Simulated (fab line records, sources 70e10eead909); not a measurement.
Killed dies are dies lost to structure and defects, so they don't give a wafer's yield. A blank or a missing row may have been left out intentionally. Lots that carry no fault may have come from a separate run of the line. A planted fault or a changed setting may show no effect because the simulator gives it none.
Struck lot and sound lot, side by side || flow nand-harc || 14 steps out of a route of 1302
Sound: wafers L357.2, L357.4, L357.6. The struck wafers were L365.3, L365.4, L365.5. The cause is named last.
Per side, at each step with rows, come the tool, then ch with its chambers, and then its first start. Under that, the readings that differ: sound wafers || struck wafers || difference of the means || sigmas: that difference in standard deviations of wafers without a fault.
alike: same words and numbers on both sides, and readings whose means sit less than 2 such deviations apart. not compared: any withheld reading, any reading some wafer has no value for, any bound like >300 that may hide the same value, and any number with overlapping values for which the record gives no deviation.
A row with sigmas, a row that says differs or no value, or rows on one side alone: a step with any of these is where the two part. When numbers do not overlap yet have no deviation, they are printed without sigmas and do not part them. A reading missing from all wafers of one side parts the sides only when that side holds two or more wafers.

first, 2 steps without rows for these wafers: NHARC_A_CHANNEL_HOLE_D2_STRIP_42 (strips in CF4/CHF3); NHARC_A_CHANNEL_HOLE_D2_STRIP_43 (strips in O2/COS).
NHARC_A_CHANNEL_HOLE_D2_ETCH_44: etches the open film in CF4/O2, target depth 140 nm, overetch 14 nm, time 77 s.
  sound on rie-diel-06 ch 0,1, day 15 16:28; struck on rie-diel-02 ch 1,2, day 18 19:17
  alike: drypump-motor-current-A, o2-flow-sccm, oes-product-au, rf-vpp-V, showerhead-plenum-p-Torr, throttle-valve-pct
  not compared: rf-hours-counter-h
NHARC_A_CHANNEL_HOLE_D2_STRIP_28: strips in O2.
  sound: rie-diel-06 ch 0,1,3; struck: rie-diel-02 ch 1,2,3
  alike: drypump-motor-current-A, o2-flow-sccm, oes-product-au, rf-vpp-V, showerhead-plenum-p-Torr, throttle-valve-pct
  not compared: rf-hours-counter-h
then, 2 steps without rows for these wafers: NHARC_A_CHANNEL_HOLE_D2_PRECLEAN_29 (cleans in SC1); NHARC_A_CHANNEL_HOLE_D2_SRD_30.
NHARC_A_CHANNEL_HOLE_D2_CD_MEAS_31:
  struck on cd-sem-02, day 18 20:04; sound on cd-sem-01, day 15 17:16
  alike: cd-nm
NHARC_A_CHANNEL_HOLE_D2_XSEM_32:
  sound on xsem-02 ch 0, day 15 17:22; struck on xsem-01 ch 0, day 18 20:10
  alike: bot-cd-nm, bow-nm, tilt-deg
NHARC_A_CHANNEL_HOLE_D2_INSPECT_40:
  struck on defect-inspect-01, day 18 20:15; sound on defect-inspect-02, day 15 17:27
  alike: raw-defect-count
then, 2 steps without rows for these wafers: NHARC_A_CHANNEL_FILL_D2_PRECLEAN_00 (cleans in SC1); NHARC_A_CHANNEL_FILL_D2_SRD_01.
NHARC_A_CHANNEL_FILL_D2_ALD_02: deposits SiO2, target thk 6 nm, pulse time 10 s, ald cycles 60.
  sound on ald-hk-01 ch 1,3, day 15 18:16; struck on ald-hk-01 ch 0,1,2, day 18 20:26
  alike: heater-power-w, precursor-pulse-height-rel, susceptor-temp-C
NHARC_A_CHANNEL_FILL_D2_ALD_03: deposits SiNx, target thk 6 nm, pulse time 60 s, ald cycles 58.
  sound on ald-sin-batch-02 ch 0, day 15 21:38; struck on ald-sin-batch-02 ch 0, day 18 23:53
{"reading": "susceptor-temp-C (C)", "sound": "629.40 629.90 629.50", "struck": "608.93 608.97 609.07", "difference": -20.61, "sigmas": -71}
  alike: precursor-pulse-height-rel
NHARC_A_CHANNEL_FILL_D2_ALD_14: deposits SiO2, target thk 2.5 nm, pulse time 10 s, ald cycles 25.
  sound on ald-hk-01 ch 0,2,3, day 16 01:13; struck on ald-hk-02 ch 0,2,3, day 19 06:30
  alike: heater-power-w, precursor-pulse-height-rel, susceptor-temp-C

## WHERE THEY PART
Only at NHARC_A_CHANNEL_FILL_D2_ALD_03, as far as this record shows. Later steps at which nothing parts them and some readings are alike: NHARC_A_CHANNEL_FILL_D2_ALD_14.

WHY: the cause the simulator had injected
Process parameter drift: ald-sin-batch-02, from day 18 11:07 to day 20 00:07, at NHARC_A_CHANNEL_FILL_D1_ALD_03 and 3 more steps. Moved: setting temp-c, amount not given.
